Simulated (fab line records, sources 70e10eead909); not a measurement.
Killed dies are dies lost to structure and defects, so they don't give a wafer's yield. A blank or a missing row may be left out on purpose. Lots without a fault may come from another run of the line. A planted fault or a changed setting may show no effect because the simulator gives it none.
Which tool did it? | flow nand_harc | 24 lots, 72 wafers sampled, at 3 steps of a route of 1302

WHAT THE GAUGES READ, wafer by wafer
NHARC_A_CONTACT_CD_MEAS_15. Usual: cd_nm 190.2 nm, standard deviation 0.57.
lot  | measured     | on        | cd_nm (nm)        | flag
L074 | day 22 21:28 | cd_sem-03 | 188.6 189.2 189.2 |
L075 | day 22 23:54 | cd_sem-03 | 190.1 189.3 190.1 |
L076 | day 23 09:28 | cd_sem-02 | 189.1 190.6 190.0 |
L078 | day 23 17:02 | cd_sem-02 | 189.7 191.0 189.8 |
L077 | day 24 01:58 | cd_sem-02 | 191.6 190.4 191.2 |
L079 | day 24 01:56 | cd_sem-01 | 191.1 190.9 190.4 |
L080 | day 25 00:48 | cd_sem-03 | 190.0 189.6 189.5 |
L081 | day 25 07:57 | cd_sem-02 | 190.0 190.4 190.3 |
L082 | day 25 15:41 | cd_sem-03 | 190.3 189.7 190.0 |
L083 | day 26 00:46 | cd_sem-03 | 190.3 190.5 190.2 |
L084 | day 26 04:05 | cd_sem-03 | 190.3 190.4 190.6 |
L085 | day 27 02:15 | cd_sem-01 | 189.7 191.0 189.6 |
L086 | day 27 08:16 | cd_sem-03 | 191.1 190.9 190.8 |
L087 | day 28 02:47 | cd_sem-01 | 190.2 190.4 190.1 |
L088 | day 28 09:53 | cd_sem-01 | 189.1 189.8 189.7 |
L089 | day 28 18:05 | cd_sem-01 | 190.0 189.5 189.8 |
L090 | day 29 14:47 | cd_sem-03 | 189.9 189.9 190.3 |
L091 | day 29 15:46 | cd_sem-02 | 190.4 190.1 190.0 |
L092 | day 29 22:15 | cd_sem-03 | 189.6 190.5 189.4 |
L093 | day 29 23:50 | cd_sem-02 | 189.3 189.3 189.7 |
L094 | day 30 06:27 | cd_sem-01 | 190.6 190.4 191.1 |
L096 | day 31 05:32 | cd_sem-01 | 190.0 190.2 190.0 |
L095 | day 31 07:35 | cd_sem-01 | 189.7 189.9 190.2 |
L097 | day 32 11:37 | cd_sem-01 | 190.1 190.4 190.1 |

WHICH TOOL RAN EACH LOT (tool, then ch and the chambers of the sampled wafers, then the start)
lot  | NHARC_A_CONTACT_ETCH_134             | NHARC_A_CONTACT_ETCH_136
L074 | har_cap_etch-03 ch 0, day 22 19:21   | har_cap_etch-03 ch 0, day 22 19:50
L075 | har_cap_etch-03 ch 0,1, day 22 21:20 | har_cap_etch-03 ch 0,1, day 22 21:59
L076 | har_cap_etch-01 ch 0, day 23 07:25   | har_cap_etch-01 ch 0, day 23 07:54
L078 | har_cap_etch-01 ch 0,1, day 23 15:01 | har_cap_etch-01 ch 0,1, day 23 15:30
L077 | har_cap_etch-02 ch 0,1, day 23 23:16 | har_cap_etch-02 ch 0,1, day 23 23:57
L079 | har_cap_etch-01 ch 0,1, day 23 23:34 | har_cap_etch-01 ch 0,1, day 24 00:05
L080 | har_cap_etch-02 ch 0,1, day 24 22:46 | har_cap_etch-02 ch 0,1, day 24 23:15
L081 | har_cap_etch-01 ch 0,1, day 25 05:56 | har_cap_etch-01 ch 0,1, day 25 06:26
L082 | har_cap_etch-01 ch 0,1, day 25 13:41 | har_cap_etch-01 ch 0,1, day 25 14:11
L083 | har_cap_etch-02 ch 0,1, day 25 22:43 | har_cap_etch-02 ch 0,1, day 25 23:11
L084 | har_cap_etch-03 ch 0, day 26 02:02   | har_cap_etch-03 ch 0, day 26 02:31
L085 | har_cap_etch-02 ch 0,1, day 26 23:49 | har_cap_etch-02 ch 0,1, day 27 00:29
L086 | har_cap_etch-01 ch 0,1, day 27 06:14 | har_cap_etch-01 ch 0,1, day 27 06:43
L087 | har_cap_etch-03 ch 0,1, day 28 00:45 | har_cap_etch-03 ch 0,1, day 28 01:14
L088 | har_cap_etch-01 ch 0,1, day 28 07:50 | har_cap_etch-01 ch 0,1, day 28 08:20
L089 | har_cap_etch-02 ch 0,1, day 28 15:35 | har_cap_etch-02 ch 0,1, day 28 16:14
L090 | har_cap_etch-01 ch 1, day 29 12:45   | har_cap_etch-01 ch 1, day 29 13:14
L091 | har_cap_etch-02 ch 0, day 29 13:44   | har_cap_etch-02 ch 0, day 29 14:13
L092 | har_cap_etch-01 ch 0,1, day 29 20:15 | har_cap_etch-01 ch 0,1, day 29 20:45
L093 | har_cap_etch-02 ch 0,1, day 29 21:46 | har_cap_etch-02 ch 0,1, day 29 22:14
L094 | har_cap_etch-01 ch 0,1, day 30 04:29 | har_cap_etch-01 ch 0,1, day 30 04:59
L096 | har_cap_etch-02 ch 0,1, day 31 03:03 | har_cap_etch-02 ch 0,1, day 31 03:32
L095 | har_cap_etch-01 ch 0,1, day 31 05:29 | har_cap_etch-01 ch 0,1, day 31 05:58
L097 | har_cap_etch-02 ch 0,1, day 32 09:33 | har_cap_etch-02 ch 0,1, day 32 10:01
- NHARC_A_CONTACT_ETCH_134: etches the open film in C4F8/O2/Ar, time 140 s, target depth 700 nm.
- NHARC_A_CONTACT_ETCH_136: etches the open film in C4F8/O2/Ar, time 311 s, target depth 1912 nm.

WHAT THE TOOLS THEMSELVES READ (means of the sampled wafers that have a number; where no wafer has one, the mark that the record gives instead)
The record holds no such reading with a usual standard deviation.

THE ANSWER, worked out from the rows above alone
Rule: a lot is off if the mean of its wafers that have a number lies more than 3 standard deviations from the usual mean. A lot without any number at a reading at which 4 lots or more have one is off too. The other lots that the step has rows for count as sound. The gauges are gone through in route order, then the tools' own readings, and for those a lot's mean is taken as printed above. The first step at which some lot is off is used, and at that step the reading that is off furthest; a lot without a number counts as furthest.
No lot is off at any reading shown: from this, nothing can be told.

WHAT THE SIMULATOR HAD PUT IN
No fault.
